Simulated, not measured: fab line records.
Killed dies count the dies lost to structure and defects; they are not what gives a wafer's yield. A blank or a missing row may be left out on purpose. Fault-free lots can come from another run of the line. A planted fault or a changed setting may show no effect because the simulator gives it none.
Chamber matching / flow nand harc / NHARC_A_CONTACT_ETCH_75 on rie diel-11: 4 sister chambers
The step etches the open film in CF4, target depth 39 nm, time 65 s. 8 wafers are shown with their chamber, then 8 later ones without.

== WAFERS WITH THEIR CHAMBER ==
wafer=L853.3; chamber=3; showerhead plenum p Torr (Torr)=1.77; rf vpp V (V)=151.2
wafer=L858.5; chamber=2; showerhead plenum p Torr (Torr)=1.68; rf vpp V (V)=149.6
wafer=L860.1; chamber=2; showerhead plenum p Torr (Torr)=1.68; rf vpp V (V)=150.1
wafer=L860.3; chamber=1; showerhead plenum p Torr (Torr)=1.90; rf vpp V (V)=151.8
wafer=L868.1; chamber=0; showerhead plenum p Torr (Torr)=1.89; rf vpp V (V)=152.0
wafer=L868.4; chamber=3; showerhead plenum p Torr (Torr)=1.76; rf vpp V (V)=152.0
wafer=L868.5; chamber=1; showerhead plenum p Torr (Torr)=1.90; rf vpp V (V)=152.8
wafer=L872.1; chamber=0; showerhead plenum p Torr (Torr)=1.89; rf vpp V (V)=153.0

== WAFERS WITH NO CHAMBER GIVEN ==
wafer=L872.4; showerhead plenum p Torr (Torr)=1.68; rf vpp V (V)=151.0
wafer=L872.6; showerhead plenum p Torr (Torr)=1.89; rf vpp V (V)=154.4
wafer=L875.1; showerhead plenum p Torr (Torr)=1.67; rf vpp V (V)=149.0
wafer=L875.2; showerhead plenum p Torr (Torr)=1.89; rf vpp V (V)=153.1
wafer=L875.3; showerhead plenum p Torr (Torr)=1.76; rf vpp V (V)=151.8
wafer=L874.1; showerhead plenum p Torr (Torr)=1.89; rf vpp V (V)=153.4
wafer=L874.3; showerhead plenum p Torr (Torr)=1.76; rf vpp V (V)=151.3
wafer=L874.6; showerhead plenum p Torr (Torr)=1.68; rf vpp V (V)=150.0

== WHICH CHAMBER EACH ONE RAN IN ==
wafer=L872.4; from the rows above=2; in truth=2
wafer=L872.6; from the rows above=can't be placed: 0 or 1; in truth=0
wafer=L875.1; from the rows above=2; in truth=2
wafer=L875.2; from the rows above=0; in truth=0
wafer=L875.3; from the rows above=3; in truth=3
wafer=L874.1; from the rows above=can't be placed: 0 or 1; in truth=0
wafer=L874.3; from the rows above=3; in truth=3
wafer=L874.6; from the rows above=2; in truth=2
Correct placement for 6 of the 8. Cannot be placed on the basis of these rows: 2; the candidates contain the true chamber in 2. Placed wrongly: 0.
How it was worked out, from the rows above alone: a wafer's distance from a chamber is the root of the sum, over the readings, of the square of ((its reading less the chamber's mean) divided by the reading's scatter). If the next closest chamber is less than 2 further off than the closest, the wafer can't be placed; otherwise it belongs to the closest. The mean given for a chamber averages the wafers shown for that chamber. The scatter is the square root of a quotient: the sum, over the shown wafers, of each reading's squared deviation from its chamber's mean, divided by wafers minus chambers.
